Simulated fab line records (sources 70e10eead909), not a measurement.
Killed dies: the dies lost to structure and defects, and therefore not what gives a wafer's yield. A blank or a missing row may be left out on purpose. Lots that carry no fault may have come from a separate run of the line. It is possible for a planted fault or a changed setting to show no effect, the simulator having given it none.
Matching of chambers | flow nand_harc | 4 sister chambers for NHARC_P_CONTACT_DESCUM_17 on rie_diel-12
The step chemistry O2, time 3 s. 16 wafers are shown with their chamber, then 8 later ones without.

## WAFERS PAIRED WITH THEIR CHAMBERS
wafer  | chamber | drypump_motor_current_A (A) | rf_vpp_V (V) | oes_product_au (a.u.)
L076.1 | 0       | 5.3                         | 55.9         | 0.995
L076.2 | 2       | 6.2                         | 56.8         | 0.997
L076.6 | 1       | 5.1                         | 58.9         | 0.992
L079.2 | 1       | 5.0                         | 57.6         | 0.992
L079.4 | 3       | 5.5                         | 56.6         | 1.024
L079.5 | 1       | 5.0                         | 58.8         | 1.003
L082.3 | 3       | 5.5                         | 58.8         | 1.016
L082.4 | 2       | 6.2                         | 57.1         | 1.010
L082.5 | 1       | 5.0                         | 58.6         | 1.012
L084.2 | 1       | 5.0                         | 57.9         | 1.009
L084.4 | 3       | 5.5                         | 59.2         | 1.010
L084.6 | 0       | 5.3                         | 58.3         | 0.999
L087.3 | 3       | 5.5                         | 58.5         | 1.007
L087.5 | 0       | 5.3                         | 59.4         | 1.005
L087.6 | 3       | 5.5                         | 57.8         | 0.991
L093.4 | 0       | 5.2                         | 56.8         | 1.003

SIGNATURES, as means of the wafers listed above
reading                 | chamber 0 | chamber 1 | chamber 2 | chamber 3 | scatter within a chamber
drypump_motor_current_A | 5.275     | 5.020     | 6.200     | 5.500     | 0.0359
rf_vpp_V                | 57.600    | 58.360    | 56.950    | 58.180    | 1.03
oes_product_au          | 1.00050   | 1.00160   | 1.00350   | 1.00960   | 0.00955
Rule: a wafer's distance from a chamber is the root of the sum, over the readings, of the square of ((its reading less the chamber's mean) divided by the reading's scatter). The wafer belongs to the nearest chamber; if the next one is less than 2 further off, it can't be placed. The scatter: the root of (the sum of the squares of (reading less its chamber's mean) over the shown wafers, divided by (wafers less chambers)).

## WAFERS WITHOUT THEIR CHAMBER
wafer  | drypump_motor_current_A (A) | rf_vpp_V (V) | oes_product_au (a.u.)
L093.5 | 5.3                         | 57.4         | 1.004
L093.6 | 5.0                         | 57.7         | 0.994
L095.1 | 6.2                         | 57.3         | 0.999
L095.4 | 5.0                         | 58.5         | 0.986
L095.6 | 5.3                         | 58.2         | 0.995
L097.2 | 5.0                         | 58.7         | 0.994
L097.3 | 6.2                         | 57.7         | 1.002
L097.5 | 6.2                         | 56.2         | 0.998

## WHICH CHAMBER EACH ONE RAN IN
wafer  | from the rows above | in truth
L093.5 | 0                   | 0
L093.6 | 1                   | 1
L095.1 | 2                   | 2
L095.4 | 1                   | 1
L095.6 | 0                   | 0
L097.2 | 1                   | 1
L097.3 | 2                   | 2
L097.5 | 2                   | 2
Placed correctly: 8 of 8. Not placeable from these rows: 0. 0 placed wrongly.
